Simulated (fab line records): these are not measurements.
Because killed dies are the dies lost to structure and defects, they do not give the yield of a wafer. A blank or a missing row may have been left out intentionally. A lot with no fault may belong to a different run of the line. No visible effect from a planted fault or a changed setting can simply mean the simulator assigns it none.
What tool caused it? -- flow n5_finfet -- 31 wafers from 11 lots sampled at 3 of the route's 1938 steps

== WHAT EACH GAUGE READ, for each wafer ==
N5_PASSIVATION_OVL_MEAS_66. Usual: PASS_OPEN_OVL typically reads -3 nm, with standard deviation 5.6.
lot,measured,on,PASS_OPEN_OVL (nm),flag
L342,day 18 12:14,overlay-01,7 -3 -7,
L338,day 20 10:08,overlay-02,-11 -11 2,
L343,day 20 03:56,overlay-02,0 -3 -8,
L344,day 20 15:35,overlay-01,-6 -9 -6,
L340,day 21 13:08,overlay-02,-15 -13 -10,
L347,day 22 03:26,overlay-01,-1 -6 -9,
L346,day 22 03:44,overlay-02,-8 -9 -13,
L349,day 22 05:51,overlay-02,4 -2 1,
L350,day 22 10:43,overlay-02,-4 1 -2,
L359,day 23 19:10,overlay-02,4 -1,
L360,day 24 21:27,overlay-01,7 10,

N5_PASSIVATION_INSPECT_67: inspects for defects (macro). Usual: raw_defect_count reads 2.0 (standard deviation 1.4).
lot,measured,on,raw_defect_count,flag
L342,day 18 12:16,defect_inspect-02,0 6 1,
L338,day 20 10:10,defect_inspect-02,3 3 1,
L343,day 20 03:58,defect_inspect-01,1 0 0,
L344,day 20 15:36,defect_inspect-01,1 1 2,
L340,day 21 13:10,defect_inspect-02,2 2 2,
L347,day 22 03:28,defect_inspect-01,0 2 1,
L346,day 22 03:45,defect_inspect-01,2 1 1,
L349,day 22 05:52,defect_inspect-01,4 2 1,
L350,day 22 10:44,defect_inspect-01,3 4 5,
L359,day 23 19:11,defect_inspect-01,2 2,
L360,day 24 21:28,defect_inspect-02,3 0,

== WHAT TOOL EACH LOT RAN ON (gives the tool, then ch and the chambers of the sampled wafers, and finally the start) ==
lot,N5_BEOL_M5_VIA_ETCH_34
L342,"rie_diel-01 ch 1,2,3, day 14 08:39"
L338,"rie_diel-04 ch 0,3, day 15 15:11"
L343,"rie_diel-05 ch 1,2,3, day 15 21:05"
L344,"rie_diel-01 ch 0,1, day 16 04:45"
L340,"rie_diel-05 ch 0,3, day 16 15:16"
L347,"rie_diel-01 ch 0,1,2, day 17 06:22"
L346,"rie_diel-04 ch 2,3, day 17 14:01"
L349,"rie_diel-01 ch 0,1,2, day 17 19:04"
L350,"rie_diel-01 ch 0,2, day 18 04:07"
L359,"rie_diel-04 ch 2, day 19 10:01"
L360,"rie_diel-04 ch 0,1, day 20 11:34"
- N5_BEOL_M5_VIA_ETCH_34: etches SiCOH lowk in C4F6/O2, target depth 88.3 nm, time 39.2 s.

== AS READ BY THE TOOLS THEMSELVES (means over the sampled wafers that have a number; for cases with no such wafer, the mark the record gives instead) ==
N5_BEOL_M5_VIA_ETCH_34. Usual: drypump_motor_current_A 5.6 A, standard deviation 0.4; mfc_ar_sccm 300.1 sccm, standard deviation 0.97; oes_product_au 0.79 a.u., standard deviation 0.089; rf_vpp_V 669 V, standard deviation 15; showerhead_plenum_p_Torr 2.84 Torr, standard deviation 0.067; throttle_valve_pct 20.79 %, standard deviation 0.2.
lot,tool,drypump_motor_current_A (A),mfc_ar_sccm (sccm),oes_product_au (a.u.),rf_vpp_V (V),showerhead_plenum_p_Torr (Torr),throttle_valve_pct (%),flag
L342,rie_diel-01,6.0,299.7,0.82,673,2.86,20.66,
L338,rie_diel-04,5.5,299.5,0.76,683,2.94,20.99,
L343,rie_diel-05,5.8,300.5,0.84,658,2.80,20.65,
L344,rie_diel-01,5.4,299.9,0.73,663,2.82,20.71,
L340,rie_diel-05,5.5,299.7,0.93,652,2.81,20.72,
L347,rie_diel-01,5.6,299.9,0.74,661,2.82,20.75,
L346,rie_diel-04,5.3,299.8,0.86,677,2.88,20.66,
L349,rie_diel-01,5.6,300.4,0.74,662,2.82,20.76,
L350,rie_diel-01,5.8,301.3,0.77,660,2.83,20.79,
L359,rie_diel-04,5.1,299.1,0.85,668,2.90,20.62,
L360,rie_diel-04,5.3,299.9,0.77,680,2.90,21.08,

== THE ANSWER, worked out from the rows above alone ==
Rule: a lot counts as off when the mean over its wafers that have a number is more than 3 standard deviations away from the usual mean. A lot without any number at a reading at which 4 lots or more have one is off too. Where the step has rows for the other lots, those lots are counted as sound. After the gauges, taken in route order, come the tools' own readings; for these a lot's mean is taken, as printed above. At the first step where some lot is off, the reading lying furthest off is the one used; lots without a number count as furthest.
Across all readings shown, no lot is off: no conclusion can be drawn from this.

== WHAT HAD BEEN PUT IN BY THE SIMULATOR ==
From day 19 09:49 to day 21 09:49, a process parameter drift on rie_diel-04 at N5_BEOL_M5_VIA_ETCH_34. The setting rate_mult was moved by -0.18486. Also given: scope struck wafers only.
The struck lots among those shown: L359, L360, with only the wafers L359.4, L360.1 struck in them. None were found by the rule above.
